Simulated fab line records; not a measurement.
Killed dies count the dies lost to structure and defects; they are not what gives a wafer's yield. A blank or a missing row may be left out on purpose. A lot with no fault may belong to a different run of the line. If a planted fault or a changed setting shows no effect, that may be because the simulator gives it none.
8D (eight disciplines) problem report, filled in by code    flow nand harc    the parts of the form that need people (team, actions taken, sign-off) are left out

## 1. WHAT WENT WRONG
killed at array at NHARC_END_SORT_01 reads a mean of 674 on 2 wafers of 2 lots; wafers without a fault read 58 with a standard deviation of 18. That is +34 standard deviations from the usual mean.
The first sign was on wafer L898.3 at day 29 07:56, on prober-01. At this step, 15 wafers from 5 lots have a number in the record. Rule for "out", or "out of limits": more than 4 standard deviations from the usual mean. Any other wafer with a number is counted as sound.

## 2. WHAT IT IS, WHAT IT ISN'T
question                     is                            is not
which readings at this step  killed at array, killed dies  killed at other, killed at periphery, killed open, killed short
which lots                   L898, L902                    L888, L892, L907
which wafers of those lots   L898.3, L902.6                L898.1, L898.2, L902.1, L902.4
read on which gauges         prober-01                     prober-02
when                         from day 29 07:56             up to then (8 sound wafers); but 5 sound wafers of L902, L907 came after

## 3. THE SUSPECTS, EACH WITH WHAT RULES IT OUT
Counting: if a tool at a process step up to the reading ran every lot that is out, it stays a suspect. Sound lots after the first of them don't rule it out here, since some wafers of a struck lot are sound.
- the gauge at NHARC_END_SORT_01 has been ruled out. All the wafers that are out were read on prober-01, but those of them that NHARC_A_STAIRCASE_TRIM_24 has rows for are out there too, on other tools.
- rie diel-13 at NHARC_A_STAIRCASE_TRIM_24 (chemistry O2, time 211.2 s): kept. It ran every lot that is out, first L898 (day 20 09:53). Out on those wafers are its own readings of oes product au.
Left after counting: rie diel-13 at NHARC_A_STAIRCASE_TRIM_24.

## 4. THE CAUSE (what the simulator had put in)
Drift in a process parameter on rie diel-13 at NHARC_A_STAIRCASE_TRIM_24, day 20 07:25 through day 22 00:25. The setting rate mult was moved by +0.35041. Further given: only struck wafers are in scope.
The count eliminated every tool but this one.

## 5. SEQUENCE OF EFFECTS, ordered by route
Rows list readings where the struck wafers' mean (over those with a number) sits beyond 3 standard deviations from the usual. Only readings whose record carries a usual standard deviation are examined. hours: median over the lots of the time between each lot's start at the first step of this table that gives one and its start at this step. sigmas: the change, counted in usual standard deviations.
hours  step                       reading          usual       on struck wafers  change  sigmas
0      NHARC_A_STAIRCASE_TRIM_24  oes product au   1.003 a.u.  1.214             +0.211  +23
209    NHARC_END_SORT_01          killed at array  58          674               +616    +34
209    NHARC_END_SORT_01          killed dies      64          677               +613    +34
The process steps in it:
- NHARC_A_STAIRCASE_TRIM_24: chemistry O2, time 211.2 s.

## 6. HOW IT WOULD HAVE BEEN CAUGHT EARLIER
In this record the first reading out of limits at a measuring or inspecting step was taken at day 29 07:56, 217 hours after the fault began at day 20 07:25.
At NHARC_A_STAIRCASE_TRIM_24, the tool's own readings (oes product au) were out on each struck wafer the step has a row for, so an alarm limit on them would have fired on the first such wafer.
By day 29 07:56 the whole set of lots that are out, 2 in number, had already begun NHARC_A_STAIRCASE_TRIM_24 on rie diel-13. Tool hold at that time: it would have spared none of them.
